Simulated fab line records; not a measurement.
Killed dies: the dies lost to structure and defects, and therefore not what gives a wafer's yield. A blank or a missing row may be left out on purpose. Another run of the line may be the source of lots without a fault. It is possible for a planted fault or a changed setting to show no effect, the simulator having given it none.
A lot that was struck, set against a sound lot :: flow n5-finfet :: 16 out of 1938 route steps
Sound: wafers L249.3, L249.4, L249.5. The struck wafers were L241.1, L241.2, L241.3. Last of all comes the cause.
For every step that has rows: the tool of each side, followed by ch and its chambers, followed by its first start. Under that, the readings that differ: sound wafers :: struck wafers :: difference of the means :: sigmas: that difference in standard deviations of wafers without a fault.
alike: readings whose means differ by less than 2 such deviations, and words and numbers that are the same on both sides. not compared: withheld readings, readings that some wafer has no value for, bounds like >300 that may hide the same value, and numbers for which the record gives no deviation and whose values overlap.
A row with sigmas, a row that says differs or no value, or rows on one side alone: a step with any of these is where the two part. Numbers that don't overlap but have no deviation are shown without sigmas and don't part them. Lack of a reading on every wafer of one side parts them only where that side has two or more wafers.

first, 9 steps without rows for these wafers: N5_BEOL_M4_SOFTBAKE_23 (time 60 s); N5_BEOL_M4_EXPOSE_25 (exposes mask V3, defocus 5 nm); N5_BEOL_M4_PEB_26 (peb time 60 s); N5_BEOL_M4_DEVELOP_27 (develop time 30 s); N5_BEOL_M4_DESCUM_33 (chemistry O2, time 7 s); N5_BEOL_M4_ETCH_77 (etches underlayer in N2/H2, target depth 6.5 nm, time 5.2 s); N5_BEOL_M4_ETCH_69 (etches SiARC in CF4, target depth 15.6 nm, time 26 s); N5_BEOL_M4_ALD_98 (deposits SiO2, target thk 2.5 nm, pulse time 1 s, co reactant pulse time 1 s); N5_BEOL_M4_ETCHBACK_99 (etches SiO2 in CHF3, target depth 5 nm, time 10.4 s).
N5_BEOL_M4_ETCH_70: etches SOC in N2/H2, target depth 80 nm, overetch 24 nm, time 130 s.
  sound on rie-diel-02 ch 0,1,2, day 12 16:54; struck on rie-diel-06 ch 1,2,3, day 10 13:55
  no value came back on the struck wafers for any of 7 readings (bias-w (W), chamber-pressure-mTorr (mTorr) and others); on the sound wafers bias-w (W) reads 150.4 150.4 150.3
reading: model.CAR-EUV_of_BEOL_M4_COAT_22.thk-nm (nm)
sound: 0 0 0
struck: 10.6 10.6 10.4
difference: +10.5
sigmas: 

reading: model.SiARC_of_BEOL_M4_COAT_68.thk-nm (nm)
sound: 5.8 6 5.6
struck: 12 12 12
difference: +6
sigmas: 

reading: model.underlayer_of_BEOL_M4_COAT_76.thk-nm (nm)
sound: 0 0 0
struck: 5 5 5
difference: +5
sigmas: 
  not compared: rf-hours-counter-h
then, 2 steps without rows for these wafers: N5_BEOL_M4_STRIP_71 (strips in N2/H2); N5_BEOL_M4_STRIP_78 (strips in N2/H2).
N5_BEOL_M4_VIA_ETCH_34: etches the open film in C4F6/O2, target depth 69.4 nm, time 65.9 s.
  sound on rie-diel-02 ch 0,1,2, day 12 17:01; struck on rie-diel-06 ch 1,2,3, day 10 14:01
reading: oes-product-au (a.u.)
sound: 0.71 0.74 0.77
struck: 0.36 0.32 0.35
difference: -0.40
sigmas: -5
  alike: C4F6_flow_sccm, O2_flow_sccm, drypump-motor-current-A, rf-vpp-V, showerhead-plenum-p-Torr, throttle-valve-pct
  not compared: rf-hours-counter-h
then, 1 step without rows for these wafers: N5_BEOL_M4_STRIP_83 (strips in C4F6/O2).
N5_BEOL_M4_RC_MEAS_101:
  the record has rows for the sound wafers here (prober-02 ch 0, day 12 21:37) and none for the struck ones
-- a jump in the record: the struck wafers' starts before and after are 4 days apart (it breaks off in module BEOL_M4 and resumes in module PASSIVATION, where the first step shown is number 1936 of the route) --
N5_PASSIVATION_PROBE_49:
  sound: prober-02 at day 17 07:25; struck: prober-02 at day 15 01:16
reading: defect-limited-yield (%)
sound: 91.0 91.6 92.1
struck: 0 0 0
difference: -92
sigmas: -65

reading: killed_at_M4_up
sound: 25 22 16
struck: 1108 1077 1101
difference: +1074
sigmas: +99 or more

reading: killed-dies
sound: 106 99 93
struck: 1180 1180 1180
difference: +1081
sigmas: +68

reading: killed-on-rim
sound: 18 11 15
struck: 152 152 152
difference: +137
sigmas: +40

reading: sort_bin_5_function (%)
sound: 5.3 6.1 5.0
struck: 97.1 96.2 96.4
difference: +91.1
sigmas: +99 or more

reading: sort-n-pass
sound: 1074 1081 1087
struck: 0 0 0
difference: -1081
sigmas: -37

reading: sort-yield-pct (%)
sound: 91.0 91.6 92.1
struck: 0 0 0
difference: -92
sigmas: -37
  alike: killed_at_M0_to_M3, killed-at-contacts, killed-at-front-end, killed-at-other, killed-open, killed-short, sort_bin_6_memory

## WHERE THEY PART
First at N5_BEOL_M4_ETCH_70; last, within this record, at N5_PASSIVATION_PROBE_49.

WHY: whatever the simulator had introduced
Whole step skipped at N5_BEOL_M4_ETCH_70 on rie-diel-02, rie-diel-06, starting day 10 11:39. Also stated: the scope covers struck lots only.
